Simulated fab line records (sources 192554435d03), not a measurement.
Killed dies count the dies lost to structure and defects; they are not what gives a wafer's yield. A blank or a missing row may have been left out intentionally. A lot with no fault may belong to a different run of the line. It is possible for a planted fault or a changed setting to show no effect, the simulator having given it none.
Matching of chambers	flow n5-finfet	N5_BEOL_M6_STRIP_67 on rie-diel-04: 4 sister chambers
The step strips in CF4. 22 wafers are shown with their chamber, then 11 later ones without.

== WAFERS WITH THEIR CHAMBER ==
wafer	chamber	drypump-motor-current-A (A)	showerhead-plenum-p-Torr (Torr)	cf4-flow-sccm (sccm)
L074.1	3	5.1	1.83	150.0
L074.3	0	6.1	1.91	150.1
L074.5	0	6.1	1.91	150.2
L075.2	1	5.6	1.74	150.3
L075.4	1	5.6	1.74	149.8
L075.5	2	5.1	1.77	150.1
L076.4	1	5.6	1.74	149.6
L076.5	0	6.1	1.91	150.2
L076.6	3	5.1	1.83	149.9
L080.3	3	5.1	1.83	149.8
L080.4	0	6.1	1.91	150.4
L080.5	1	5.6	1.74	149.6
L081.1	0	6.1	1.90	150.3
L081.2	3	5.1	1.83	149.8
L081.4	0	6.1	1.90	150.1
L083.2	2	5.2	1.77	150.1
L083.3	0	6.1	1.90	150.2
L083.4	3	5.1	1.83	149.8
L086.3	0	6.1	1.90	150.6
L086.5	0	6.1	1.90	150.3
L086.6	3	5.1	1.82	150.0
L087.2	2	5.1	1.76	150.0

SIGNATURES (averages over the wafers above)
reading	chamber 0	chamber 1	chamber 2	chamber 3	scatter within a chamber
drypump-motor-current-A	6.100	5.600	5.133	5.100	0.0192
showerhead-plenum-p-Torr	1.9044	1.7400	1.7667	1.8283	0.00455
cf4-flow-sccm	150.267	149.825	150.067	149.883	0.18
Rule: distance of a wafer from a chamber = root of the sum over the readings of ((wafer's reading minus chamber's mean) / reading's scatter) squared. If the next closest chamber is less than 2 further off than the closest, the wafer can't be placed; otherwise it belongs to the closest. How the scatter is found: for the shown wafers, subtract from each reading the mean of its chamber, square and add these, divide the total by (wafers less chambers), then take the root.

== WAFERS WITH NO CHAMBER GIVEN ==
wafer	drypump-motor-current-A (A)	showerhead-plenum-p-Torr (Torr)	cf4-flow-sccm (sccm)
L087.4	5.6	1.73	149.8
L087.6	5.1	1.76	149.8
L090.3	5.5	1.73	150.6
L090.5	5.1	1.82	150.2
L090.6	6.1	1.90	150.4
L088.2	5.6	1.73	149.9
L088.5	5.6	1.73	148.8
L088.6	5.2	1.76	150.3
L092.1	5.1	1.82	150.0
L092.2	5.6	1.73	149.6
L092.5	5.6	1.73	149.5

== WHICH CHAMBER EACH WENT THROUGH ==
wafer	from the rows above	in truth
L087.4	1	1
L087.6	2	2
L090.3	1	1
L090.5	3	3
L090.6	0	0
L088.2	1	1
L088.5	1	1
L088.6	2	2
L092.1	3	3
L092.2	1	1
L092.5	1	1
11 of 11 placed correctly. Number that these rows cannot place: 0. Placed wrongly: 0.
